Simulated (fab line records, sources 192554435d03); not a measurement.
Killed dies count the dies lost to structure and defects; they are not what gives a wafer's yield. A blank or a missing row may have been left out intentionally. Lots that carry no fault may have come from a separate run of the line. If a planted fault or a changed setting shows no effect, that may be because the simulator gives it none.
Code-filled problem report in 8D (eight disciplines) form -- flow n5_finfet -- the parts of the form that need people (team, actions taken, sign-off) are left out

== 1. THE ISSUE ==
At N5_BEOL_M6_ETCH_66, rf_fwd_power_W averages 634.3 W over 3 wafers from 2 lots, while fault-free wafers read 835.9 W, standard deviation 2.8. Measured from the usual mean, that is -72 standard deviations.
The step: etches SOC in N2/H2, target depth 80 nm, overetch 16 nm, time 120 s.
First observed at day 11 03:17: wafer L221.4, on rie_diel-04. The record holds 18 wafers of 6 lots with a number at this step. Rule for "out" (also "out of limits"): further than 4 standard deviations from the usual mean. Any other wafer with a number is counted as sound.

== 2. WHAT THIS IS AND IS NOT ==
question,is,is not
which readings at this step,"rf_fwd_power_W, rf_vpp_V","drypump_motor_current_A, oes_product_au, showerhead_plenum_p_Torr, throttle_valve_pct"
which lots,"L221, L224","L214, L222, L233, L237"
which wafers of those lots,"L221.4, L221.5, L224.3","L221.6, L224.1, L224.6"
read on which tools,rie_diel-04,"rie_diel-02, rie_diel-03"
when,from day 11 03:17,"up to then (7 sound wafers); but 8 sound wafers of L224, L233, L237 came after"

== 3. THE SUSPECTS, EACH WITH WHAT RULES IT OUT ==
Counting: a tool at a process step up to the reading stays a suspect if it ran every lot that is out. Sound lots after the first of them don't rule it out here, since some wafers of a struck lot are sound.
- rie_diel-04 at N5_BEOL_M6_DESCUM_33 (chemistry O2, time 7 s): kept. It ran every lot that is out, first L221 (day 11 03:13); its last sound lot up to then is L222 (day 10 20:40).
- rie_diel-04 at N5_BEOL_M6_ETCH_72 (etches underlayer in N2/H2, target depth 6.5 nm, time 5.2 s): kept. It ran every lot that is out, first L221 (day 11 03:14); its last sound lot up to then is L222 (day 10 20:41).
- rie_diel-04 at N5_BEOL_M6_ETCH_65 (etches SiARC in CF4, target depth 15.6 nm, time 26 s): kept. It ran every lot that is out, first L221 (day 11 03:16); its last sound lot up to then is L222 (day 10 20:43).
- rie_diel-04 at N5_BEOL_M6_ETCH_66 (etches SOC in N2/H2, target depth 80 nm, overetch 16 nm, time 120 s): kept. It ran every lot that is out, first L221 (day 11 03:17); its last sound lot up to then is L222 (day 10 20:44). Its own rf_fwd_power_W, rf_vpp_V readings are out on those wafers.
- Within rie_diel-04 at N5_BEOL_M6_DESCUM_33: the wafers that are out ran in chamber 2; their sound lot-mates ran in chambers 1, 3.
- Within rie_diel-04 at N5_BEOL_M6_ETCH_72: the wafers that are out ran in chamber 2; their sound lot-mates ran in chambers 1, 3.
- Within rie_diel-04 at N5_BEOL_M6_ETCH_65: the wafers that are out ran in chamber 2; their sound lot-mates ran in chambers 1, 3.
- Within rie_diel-04 at N5_BEOL_M6_ETCH_66: the wafers that are out ran in chamber 2; their sound lot-mates ran in chambers 1, 3.
Left after counting: rie_diel-04 at N5_BEOL_M6_DESCUM_33, rie_diel-04 at N5_BEOL_M6_ETCH_72, rie_diel-04 at N5_BEOL_M6_ETCH_65, rie_diel-04 at N5_BEOL_M6_ETCH_66.

== 4. THE CAUSE (what the simulator had put in) ==
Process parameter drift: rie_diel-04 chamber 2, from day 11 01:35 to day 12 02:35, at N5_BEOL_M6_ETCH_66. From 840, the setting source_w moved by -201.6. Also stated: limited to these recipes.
Counting left 4 suspects, and this tool is among them.

== 5. SEQUENCE OF EFFECTS, ordered by route ==
Each row: a reading whose mean over the struck wafers that have a number lies more than 3 standard deviations from the usual. Only readings for which the record gives a usual standard deviation are gone through. hours: the time from each lot's start at the first step in this table that gives one to its start at this step, as a median over the lots. sigmas: the change in usual standard deviations.
hours,step,reading,usual,on struck wafers,change,sigmas
0,N5_BEOL_M6_ETCH_66,rf_fwd_power_W,835.9 W,634.3,-201.6,-72
0,N5_BEOL_M6_ETCH_66,rf_vpp_V,523.1 V,574.4,+51.3,+23
Here are the process steps it includes:
- N5_BEOL_M6_ETCH_66: etches SOC in N2/H2, target depth 80 nm, overetch 16 nm, time 120 s.

== 6. WHAT WOULD HAVE CAUGHT IT SOONER ==
In this record no reading fell out of limits until day 11 03:17, 2 hours after the fault had begun at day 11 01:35.
